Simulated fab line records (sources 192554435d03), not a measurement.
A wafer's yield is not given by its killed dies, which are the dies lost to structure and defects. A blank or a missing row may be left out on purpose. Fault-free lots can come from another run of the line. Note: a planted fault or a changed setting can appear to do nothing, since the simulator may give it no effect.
Matching of chambers -- flow n5_finfet -- 3 sister chambers for N5_BEOL_M11_CURE_72 on uv_cure-02
The step cures SiCOH lowk, time 120 s. 14 wafers are shown with their chamber, then 7 later ones without.

== WAFERS PAIRED WITH THEIR CHAMBERS ==
wafer,chamber,wafer_temp_C_max,lamp_power_pct (%)
L074.2,0,371.5,52.26
L074.5,0,371.3,52.24
L074.6,0,371.4,52.28
L076.1,2,370.8,52.46
L076.2,2,370.8,52.33
L076.4,2,370.7,52.23
L080.1,1,371.7,52.32
L080.2,1,372.3,52.31
L080.6,1,372.1,52.41
L081.3,2,371.3,52.30
L081.5,2,370.9,52.31
L081.6,2,371.5,52.30
L088.1,2,370.9,52.27
L088.4,2,371.1,52.28

SIGNATURES (averages over the wafers above)
reading,chamber 0,chamber 1,chamber 2,scatter within a chamber
wafer_temp_C_max,371.400,372.033,371.000,0.261
lamp_power_pct,52.2600,52.3467,52.3100,0.0594
Rule: for a wafer and a chamber, the distance is found by dividing, reading by reading, the gap between the wafer's reading and the chamber's mean by the reading's scatter, squaring, summing and taking the root. If the next closest chamber is less than 2 further off than the closest, the wafer can't be placed; otherwise it belongs to the closest. The scatter: the root of (the sum of the squares of (reading less its chamber's mean) over the shown wafers, divided by (wafers less chambers)).

== WAFERS MISSING THEIR CHAMBER ==
wafer,wafer_temp_C_max,lamp_power_pct (%)
L088.5,371.2,52.28
L094.3,371.4,52.28
L094.5,371.6,52.29
L094.6,371.5,52.32
L097.3,371.0,52.44
L097.4,370.8,52.31
L097.5,371.2,52.30

== EACH ONE'S CHAMBER ==
wafer,from the rows above,in truth
L088.5,can't be placed: 0 or 2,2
L094.3,can't be placed: 0 or 2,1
L094.5,can't be placed: 0 or 1 or 2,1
L094.6,can't be placed: 0 or 2 or 1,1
L097.3,can't be placed: 2 or 0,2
L097.4,can't be placed: 2 or 0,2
L097.5,can't be placed: 2 or 0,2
Correct placement for 0 of the 7. Cannot be placed on the basis of these rows: 7; the candidates contain the true chamber in 6. 0 placed wrongly.
